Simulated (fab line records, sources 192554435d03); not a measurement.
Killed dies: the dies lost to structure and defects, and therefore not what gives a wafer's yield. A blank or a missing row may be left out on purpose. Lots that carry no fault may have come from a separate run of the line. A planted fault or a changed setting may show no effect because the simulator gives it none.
fab line records + flow n5-finfet
[record]
- lots = 10
- wafers = 30
- last-day = 18
route steps=1938 shown BEOL_M12@1617
lots untouched by any fault: they come from a run of this same line in which no faults occurred
start-h: the number of hours between the record's first day and the start of the first shown wafer of the lot + wait-h: hours elapsed since this lot's preceding step + " same as the row above + L1.1+2: one row covering several wafers at once + - value missing, or start not given + * or withheld: withheld + < > ~ a bound
route shown NAME@n: NAME is a module with steps in the file, n the number in the route of the first one + usual: mean/standard deviation of fault-free wafers + same: alike in all rows + chamber/n: place in a boat + sites: each site's reading + _std_site: standard deviation across them + _edge_site: outer sites' mean less inner sites' + radius-mm: how far each site lies from the wafer's centre + mask NAME#n: copy n + behind: tool/chamber where the wafer was last shaped + hold: cause of the lot's hold/its duration in hours/its outcome + device: which transistor (n, p or np) failed to switch + end of line: the tests these same wafers got at the end of their route + step lacking rows: just its recipe + killed: dies that structure and defects cost at the first sort, which is not the same as the wafer's yield + map: the dies of a wafer, with x for killed, . for not killed, _ for no die there
set.NAME: the setting the step ran with; set.NAME@STEP: the setting that earlier step ran with + model.NAME: the simulator's own value behind a step, which no gauge read
one table for each step of the route and one row for each wafer, over a sample of lots
services: from which hour (start-h, from the record's first day; less than 0 if before it) a tool's chamber was out of use, for how many hours, and why
[[steps]]
[step N5_BEOL_M12_VIA_ETCH_16]
[recipe]
- chemistry = C4F8/O2/Ar
- target = SiOC
- pressure-mtorr = 30
- source-w = 3000
- bias-w = 700
- Ar_flow_sccm = 400
- C4F8_flow_sccm = 15
- O2_flow_sccm = 8
- he-inner-torr = 15
- he-outer-torr = 30
- target-depth-a = 7248
- time-s = withheld
- ion-energy-ev = 250
- ends = cleared
[usual]
- drypump-motor-current-A = 5.7/0.43
- oes-product-au = 0.74/0.066
- rf-vpp-V = 665/3.2
- showerhead-plenum-p-Torr = 3.39/0.1
- throttle-valve-pct = 24.08/0.21
| lot.wafer | tool        | chamber | start-h | wait-h | drypump-motor-current-A | oes-product-au | rf-vpp-V | showerhead-plenum-p-Torr | throttle-valve-pct |
|-----------|-------------|---------|---------|--------|-------------------------|----------------|----------|--------------------------|--------------------|
| L870.1    | rie-diel-04 | 2       | 241.25  | 0.0    | 6.0                     | 0.62           | 664      | 3.37                     | 23.80              |
| L870.4    | "           | 3       | "       | "      | 5.2                     | 0.73           | 663      | 3.32                     | 24.36              |
| L870.6    | "           | 0       | "       | "      | 6.0                     | 0.70           | 662      | 3.31                     | 24.07              |
| L872.3    | rie-diel-01 | 2       | 250.13  | 0.0    | 5.6                     | 0.75           | 664      | 3.31                     | 23.95              |
| L872.5    | "           | 0       | "       | "      | 5.2                     | 0.72           | 670      | 3.55                     | 24.09              |
| L872.6    | "           | 3       | "       | "      | 6.1                     | 0.87           | 663      | 3.31                     | 23.62              |
| L873.1    | rie-diel-01 | 2       | 271.08  | 0.0    | 5.6                     | 0.73           | 664      | 3.30                     | 23.95              |
| L873.2    | "           | 3       | "       | "      | 6.1                     | 0.84           | 664      | 3.30                     | 23.60              |
| L873.3    | "           | 1       | "       | "      | 5.3                     | 0.84           | 664      | 3.36                     | 24.19              |
| L875.1    | rie-diel-01 | 1       | 296.74  | 0.0    | 5.3                     | 0.82           | 662      | 3.35                     | 24.21              |
| L875.4    | "           | 0       | "       | "      | 5.2                     | 0.71           | 670      | 3.55                     | 24.12              |
| L875.5    | "           | 2       | "       | "      | 5.6                     | 0.73           | 663      | 3.30                     | 23.97              |
| L876.1    | rie-diel-04 | 2       | 297.15  | 0.0    | 6.0                     | 0.61           | 664      | 3.36                     | 23.82              |
| L876.2    | "           | 1       | "       | "      | 5.9                     | 0.80           | 668      | 3.50                     | 24.25              |
| L876.6    | "           | 0       | "       | "      | 6.0                     | 0.68           | 661      | 3.30                     | 24.11              |
| L878.3    | rie-diel-06 | 1       | 310.94  | 0.0    | 6.4                     | 0.74           | 670      | 3.56                     | 23.96              |
| L878.5    | "           | 1       | "       | "      | 6.4                     | 0.75           | 670      | 3.56                     | 23.96              |
| L878.6    | "           | 0       | "       | "      | 5.2                     | 0.62           | 668      | 3.51                     | 24.03              |
| L881.3    | rie-diel-04 | 0       | 312.91  | 0.0    | 6.0                     | 0.68           | 662      | 3.30                     | 24.11              |
| L881.4    | "           | 2       | "       | "      | 6.0                     | 0.60           | 663      | 3.35                     | 23.80              |
| L881.6    | "           | 3       | "       | "      | 5.1                     | 0.71           | 662      | 3.31                     | 24.40              |
| L883.2    | rie-diel-06 | 3       | 323.82  | 0.0    | 5.1                     | 0.74           | 662      | 3.31                     | 24.20              |
| L883.4    | "           | 2       | "       | "      | 5.8                     | 0.73           | 665      | 3.44                     | 24.10              |
| L883.6    | "           | 3       | "       | "      | 5.1                     | 0.73           | 662      | 3.31                     | 24.22              |
| L890.1    | rie-diel-04 | 2       | 376.88  | 0.0    | 6.0                     | 0.86           | 664      | 3.34                     | 23.66              |
| L890.2    | "           | 1       | "       | "      | 5.9                     | 0.76           | 667      | 3.48                     | 24.29              |
| L890.3    | "           | 0       | "       | "      | 6.0                     | 0.65           | 661      | 3.29                     | 24.14              |
| L892.1    | rie-diel-06 | 3       | 382.45  | 0.0    | 5.1                     | 0.71           | 662      | 3.29                     | 24.23              |
| L892.3    | "           | 0       | "       | "      | 5.2                     | 0.87           | 667      | 3.50                     | 23.84              |
| L892.4    | "           | 1       | "       | "      | 6.4                     | 0.71           | 670      | 3.55                     | 23.98              |
[step N5_BEOL_M12_STRIP_64]
[recipe]
- chemistry = N2/H2
- power-w = 1000
- temp-c = 250
- h2-frac = 0.65
- overash-fraction = 0.3
- pressure-mtorr = withheld
- n2-flow-sccm = 1750
- h2-flow-sccm = 3250
[usual]
- drypump-motor-current-A = 5.5/0.33
- h2-flow-sccm = 3249/9.8
- heater-power-w = 340/40
- oes-product-au = 0.715/0.005
- strip-time-to-endpoint-s = 31.35/0.096
| lot.wafer | tool            | chamber | start-h | wait-h | drypump-motor-current-A | h2-flow-sccm | heater-power-w | oes-product-au | rf-hours-counter-h | strip-time-to-endpoint-s |
|-----------|-----------------|---------|---------|--------|-------------------------|--------------|----------------|----------------|--------------------|--------------------------|
| L870.1    | plasma-asher-01 | 0       | 241.51  | 0.0    | 5.6                     | 3258         | 389            | 0.712          | 70                 | 31.31                    |
| L870.4    | "               | 0       | "       | "      | 5.6                     | 3238         | 392            | 0.713          | -                  | 31.41                    |
| L870.6    | "               | 0       | "       | "      | 5.7                     | 3234         | 388            | 0.716          | -                  | 31.34                    |
| L872.3    | plasma-asher-01 | 1       | 250.41  | 0.0    | 5.5                     | 3263         | 355            | 0.720          | -                  | 31.35                    |
| L872.5    | "               | 1       | "       | "      | 5.5                     | 3257         | 361            | 0.708          | -                  | 31.31                    |
| L872.6    | "               | 0       | "       | "      | 5.6                     | 3248         | 394            | 0.715          | -                  | 31.21                    |
| L873.1    | plasma-asher-02 | 1       | 271.34  | 0.0    | 4.9                     | 3248         | 296            | 0.716          | 124                | 31.29                    |
| L873.2    | "               | 0       | "       | "      | 5.8                     | 3246         | 298            | 0.712          | 124                | 31.24                    |
| L873.3    | "               | 1       | "       | "      | 4.9                     | 3250         | 290            | 0.713          | -                  | 31.20                    |
| L875.1    | plasma-asher-02 | 1       | 297.00  | 0.0    | 4.9                     | 3255         | 302            | 0.713          | 129                | 31.42                    |
| L875.4    | "               | 0       | "       | "      | 5.8                     | 3256         | 305            | 0.706          | -                  | 31.42                    |
| L875.5    | "               | 0       | "       | "      | 5.8                     | 3254         | 307            | 0.712          | -                  | 31.36                    |
| L876.1    | plasma-asher-02 | 1       | 297.41  | 0.0    | 4.9                     | 3255         | 298            | 0.719          | 129                | 31.39                    |
| L876.2    | "               | 0       | "       | "      | 5.8                     | 3230         | 304            | 0.716          | 129                | 31.40                    |
| L876.6    | "               | 0       | "       | "      | 5.8                     | 3238         | 297            | 0.716          | -                  | 31.42                    |
| L878.3    | plasma-asher-01 | 1       | 311.22  | 0.0    | 5.4                     | 3259         | 362            | 0.718          | -                  | 31.42                    |
| L878.5    | "               | 0       | "       | "      | 5.6                     | 3236         | 393            | 0.712          | -                  | 31.47                    |
| L878.6    | "               | 1       | "       | "      | 5.4                     | 3262         | 365            | 0.707          | -                  | 31.51                    |
| L881.3    | plasma-asher-01 | 0       | 313.19  | 0.0    | 5.7                     | 3241         | 393            | 0.711          | -                  | 31.25                    |
| L881.4    | "               | 1       | "       | "      | 5.5                     | 3257         | 371            | 0.715          | -                  | 31.28                    |
| L881.6    | "               | 1       | "       | "      | 5.5                     | 3251         | 357            | 0.716          | -                  | 31.30                    |
| L883.2    | plasma-asher-02 | 0       | 324.08  | 0.0    | 5.8                     | 3244         | 304            | 0.702          | 134                | 31.35                    |
| L883.4    | "               | 0       | "       | "      | 5.8                     | 3251         | 299            | 0.719          | -                  | 31.44                    |
| L883.6    | "               | 1       | "       | "      | 4.9                     | 3251         | 292            | 0.721          | -                  | 31.36                    |
| L890.1    | plasma-asher-02 | 0       | 377.14  | 0.0    | 5.8                     | 3246         | 301            | 0.712          | 138                | 31.47                    |
| L890.2    | "               | 1       | "       | "      | 4.9                     | 3230         | 292            | 0.705          | 138                | 31.46                    |
| L890.3    | "               | 1       | "       | "      | 4.9                     | 3242         | 296            | 0.710          | -                  | 31.45                    |
| L892.1    | plasma-asher-01 | 0       | 382.71  | 0.0    | 5.6                     | 3246         | 390            | 0.714          | 105                | 31.35                    |
| L892.3    | "               | 0       | "       | "      | 5.7                     | 3233         | 387            | 0.712          | -                  | 31.27                    |
| L892.4    | "               | 1       | "       | "      | 5.4                     | 3268         | 364            | 0.709          | -                  | 31.30                    |
[step N5_BEOL_M12_DESCUM_33]
[recipe]
- chemistry = O2
- time-s = 7.9
- source-power-w = 50
- bias-power-w = 20
- pressure-mtorr = 20
- rf-frequency-hz = 2.712e+07
- temp-c = 40
- o2-flow-sccm = 225
[usual]
- drypump-motor-current-A = 5.7/0.41
- oes-product-au = 0.80/0.073
- rf-vpp-V = 243.1/1.4
- showerhead-plenum-p-Torr = 2.08/0.072
- throttle-valve-pct = 20.32/0.2
| lot.wafer | tool        | chamber | start-h | wait-h | drypump-motor-current-A | oes-product-au | rf-hours-counter-h | rf-vpp-V | showerhead-plenum-p-Torr | throttle-valve-pct |
|-----------|-------------|---------|---------|--------|-------------------------|----------------|--------------------|----------|--------------------------|--------------------|
| L870.1    | rie-diel-04 | 0       | 242.07  | 0.0    | 6.0                     | 0.76           | 145                | 243.7    | 1.99                     | 20.13              |
| L870.4    | "           | 2       | "       | "      | 6.0                     | 0.69           | 211                | 241.4    | 2.09                     | 20.27              |
| L870.6    | "           | 2       | "       | "      | 6.0                     | 0.69           | -                  | 242.5    | 2.09                     | 20.27              |
| L872.3    | rie-diel-04 | 1       | 250.96  | 0.0    | 5.8                     | 0.92           | 14                 | 244.4    | 2.14                     | 20.36              |
| L872.5    | "           | 3       | "       | "      | 5.2                     | 0.79           | -                  | 241.6    | 2.01                     | 20.52              |
| L872.6    | "           | 0       | "       | "      | 6.0                     | 0.76           | -                  | 241.9    | 1.99                     | 20.11              |
| L873.1    | rie-diel-06 | 2       | 272.04  | 0.0    | 5.8                     | 0.81           | 93                 | 244.5    | 2.09                     | 20.14              |
| L873.2    | "           | 0       | "       | "      | 5.2                     | 0.69           | 236                | 244.9    | 2.13                     | 20.07              |
| L873.3    | "           | 3       | "       | "      | 5.0                     | 0.86           | 79                 | 241.4    | 2.05                     | 20.51              |
| L875.1    | rie-diel-04 | 3       | 297.73  | 0.0    | 5.1                     | 0.79           | 127                | 242.7    | 2.01                     | 20.53              |
| L875.4    | "           | 2       | "       | "      | 6.0                     | 0.68           | 229                | 241.4    | 2.08                     | 20.30              |
| L875.5    | "           | 2       | "       | "      | 6.0                     | 0.68           | -                  | 242.6    | 2.08                     | 20.30              |
| L876.1    | rie-diel-04 | 0       | 298.22  | 0.3    | 6.0                     | 0.75           | 162                | 241.5    | 1.99                     | 20.15              |
| L876.2    | "           | 1       | "       | "      | 5.9                     | 0.88           | 29                 | 244.0    | 2.14                     | 20.38              |
| L876.6    | "           | 2       | "       | "      | 6.0                     | 0.68           | -                  | 243.4    | 2.08                     | 20.30              |
| L878.3    | rie-diel-01 | 3       | 311.84  | 0.1    | 6.1                     | 0.89           | 31                 | 242.1    | 2.02                     | 19.87              |
| L878.5    | "           | 3       | "       | "      | 6.1                     | 0.89           | -                  | 241.5    | 2.02                     | 19.86              |
| L878.6    | "           | 0       | "       | "      | 5.2                     | 0.77           | -                  | 244.6    | 2.19                     | 20.48              |
| L881.3    | rie-diel-06 | 2       | 313.73  | 0.0    | 5.8                     | 0.79           | 109                | 244.5    | 2.08                     | 20.15              |
| L881.4    | "           | 2       | "       | "      | 5.8                     | 0.80           | -                  | 244.6    | 2.08                     | 20.18              |
| L881.6    | "           | 1       | "       | "      | 6.3                     | 0.81           | -                  | 244.6    | 2.22                     | 20.43              |
| L883.2    | rie-diel-06 | 3       | 324.80  | 0.1    | 5.1                     | 0.82           | 99                 | 241.2    | 2.04                     | 20.55              |
| L883.4    | "           | 3       | "       | "      | 5.1                     | 0.83           | -                  | 242.4    | 2.04                     | 20.55              |
| L883.6    | "           | 1       | "       | "      | 6.3                     | 0.80           | -                  | 244.4    | 2.22                     | 20.44              |
| L890.1    | rie-diel-04 | 2       | 377.84  | 0.0    | 6.0                     | 0.97           | 4                  | 242.0    | 2.07                     | 20.12              |
| L890.2    | "           | 1       | "       | "      | 5.8                     | 0.84           | 59                 | 243.4    | 2.12                     | 20.42              |
| L890.3    | "           | 3       | "       | "      | 5.1                     | 0.76           | 158                | 243.3    | 2.00                     | 20.59              |
| L892.1    | rie-diel-06 | 1       | 383.27  | 0.0    | 6.3                     | 0.79           | 96                 | 244.7    | 2.21                     | 20.46              |
| L892.3    | "           | 2       | "       | "      | 5.8                     | 0.77           | 136                | 243.0    | 2.08                     | 20.20              |
| L892.4    | "           | 0       | "       | "      | 5.2                     | 0.96           | 17                 | 241.9    | 2.11                     | 19.82              |
[step N5_BEOL_M12_STRIP_37]
[recipe]
- chemistry = N2/H2
- power-w = 1000
- temp-c = 250
- h2-frac = 0.65
- overash-fraction = 0.3
- pressure-mtorr = withheld
- n2-flow-sccm = 1750
- h2-flow-sccm = 3250
[usual]
- drypump-motor-current-A = 5.5/0.32
- h2-flow-sccm = 3248/9.3
- heater-power-w = 344/40
- oes-product-au = 0.791/0.01
| lot.wafer | tool            | chamber | start-h | wait-h | drypump-motor-current-A | h2-flow-sccm | heater-power-w | oes-product-au | rf-hours-counter-h |
|-----------|-----------------|---------|---------|--------|-------------------------|--------------|----------------|----------------|--------------------|
| L870.1    | plasma-asher-02 | 1       | 242.63  | 0.0    | 4.9                     | 3239         | 288            | 0.810          | 119                |
| L870.4    | "               | 1       | "       | "      | 4.9                     | 3244         | 297            | 0.810          | -                  |
| L870.6    | "               | 1       | "       | "      | 4.8                     | 3253         | 294            | 0.772          | -                  |
| L872.3    | plasma-asher-01 | 0       | 251.54  | 0.1    | 5.6                     | 3255         | 391            | 0.791          | -                  |
| L872.5    | "               | 0       | "       | "      | 5.6                     | 3262         | 386            | 0.784          | -                  |
| L872.6    | "               | 1       | "       | "      | 5.4                     | 3246         | 360            | 0.781          | -                  |
| L873.1    | plasma-asher-02 | 1       | 272.59  | 0.0    | 4.9                     | 3235         | 289            | 0.788          | 125                |
| L873.2    | "               | 0       | "       | "      | 5.8                     | 3246         | 306            | 0.775          | 125                |
| L873.3    | "               | 0       | "       | "      | 5.8                     | 3262         | 303            | 0.777          | -                  |
| L875.1    | plasma-asher-01 | 1       | 298.29  | 0.0    | 5.4                     | 3249         | 353            | 0.800          | 81                 |
| L875.4    | "               | 1       | "       | "      | 5.5                     | 3218         | 366            | 0.785          | -                  |
| L875.5    | "               | 1       | "       | "      | 5.5                     | 3242         | 354            | 0.788          | -                  |
| L876.1    | plasma-asher-01 | 1       | 298.77  | 0.0    | 5.4                     | 3246         | 365            | 0.784          | 81                 |
| L876.2    | "               | 0       | "       | "      | 5.7                     | 3265         | 401            | 0.799          | 81                 |
| L876.6    | "               | 0       | "       | "      | 5.7                     | 3257         | 387            | 0.770          | -                  |
| L878.3    | plasma-asher-02 | 0       | 312.42  | 0.1    | 5.8                     | 3258         | 300            | 0.772          | -                  |
| L878.5    | "               | 1       | "       | "      | 4.9                     | 3254         | 300            | 0.803          | -                  |
| L878.6    | "               | 0       | "       | "      | 5.8                     | 3246         | 305            | 0.786          | -                  |
| L881.3    | plasma-asher-01 | 1       | 314.31  | 0.1    | 5.4                     | 2920         | 363            | 0.798          | -                  |
| L881.4    | "               | 0       | "       | "      | 5.7                     | 3254         | 389            | 0.790          | -                  |
| L881.6    | "               | 0       | "       | "      | 5.6                     | 3252         | 387            | 0.815          | -                  |
| L883.2    | plasma-asher-01 | 1       | 325.35  | 0.0    | 5.5                     | 2906         | 360            | 0.789          | 87                 |
| L883.4    | "               | 0       | "       | "      | 5.6                     | 3270         | 393            | 0.781          | -                  |
| L883.6    | "               | 0       | "       | "      | 5.6                     | 3253         | 387            | 0.801          | -                  |
| L890.1    | plasma-asher-02 | 0       | 378.40  | 0.0    | 5.8                     | 3246         | 300            | 0.794          | 138                |
| L890.2    | "               | 1       | "       | "      | 4.8                     | 3251         | 291            | 0.791          | 138                |
| L890.3    | "               | 1       | "       | "      | 4.9                     | 3234         | 302            | 0.796          | -                  |
| L892.1    | plasma-asher-02 | 1       | 383.83  | 0.0    | 4.9                     | 3241         | 297            | 0.789          | 139                |
| L892.3    | "               | 0       | "       | "      | 5.8                     | 3248         | 305            | 0.803          | -                  |
| L892.4    | "               | 1       | "       | "      | 4.9                     | 3254         | 294            | 0.782          | -                  |
[[services]]
| tool            | chamber | start-h | hours | kind                          |
|-----------------|---------|---------|-------|-------------------------------|
| rie-diel-06     | -       | 221.57  | 2.8   | pm                            |
| rie-diel-01     | 1       | 225.32  | -     | clean                         |
| rie-diel-01     | 1       | 225.32  | -     | consumable-replace:focus-ring |
| rie-diel-01     | 1       | 225.32  | 22.4  | scheduled-down                |
| rie-diel-01     | 1       | 225.32  | 22.4  | vent-cycle                    |
| rie-diel-06     | -       | 256.88  | 0.1   | repair                        |
| plasma-asher-01 | -       | 265.50  | 0.7   | repair                        |
| rie-diel-01     | -       | 284.58  | 0.4   | repair                        |
| rie-diel-06     | 0       | 311.12  | -     | clean                         |
| rie-diel-06     | 0       | 311.12  | -     | consumable-replace:esc        |
| rie-diel-06     | 0       | 311.12  | -     | consumable-replace:focus-ring |
| rie-diel-06     | 0       | 311.12  | 22.7  | scheduled-down                |
| rie-diel-06     | 0       | 311.12  | 22.7  | vent-cycle                    |
| plasma-asher-02 | -       | 329.10  | 4.9   | repair                        |
| rie-diel-01     | 2       | 337.34  | 4.5   | repair                        |
| plasma-asher-02 | -       | 338.17  | 2.8   | pm                            |
| rie-diel-04     | 2       | 353.14  | -     | clean                         |
| rie-diel-04     | 2       | 353.14  | -     | consumable-replace:focus-ring |
| rie-diel-04     | 2       | 353.14  | 12.5  | scheduled-down                |
| rie-diel-04     | 2       | 353.14  | 12.5  | vent-cycle                    |
[[key]]
[first-sign]
- step = N5_BEOL_M12_STRIP_37
- reading = h2-flow-sccm
- direction = down
- sigmas = 36
- usual = 3248
- struck = 2913
effect none on later readings
met-at N5_BEOL_M12_STRIP_37
struck-lots L881,L883
struck-wafers L881.3,L883.2
not-acting-at N5_BEOL_M12_VIA_ETCH_16,N5_BEOL_M12_STRIP_64,N5_BEOL_M12_DESCUM_33
onset-between 298.77 314.31
[fault]
- kind = process-parameter-drift
- tool = plasma-asher-01
- chamber = 1
- onset-h = 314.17
- steps = N5_BEOL_M12_STRIP_37
- channel = h2-flow-sccm
- offset = -325
- shape = step
- end-h = 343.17
- acts-in = these-recipes-only
- stated = 3250
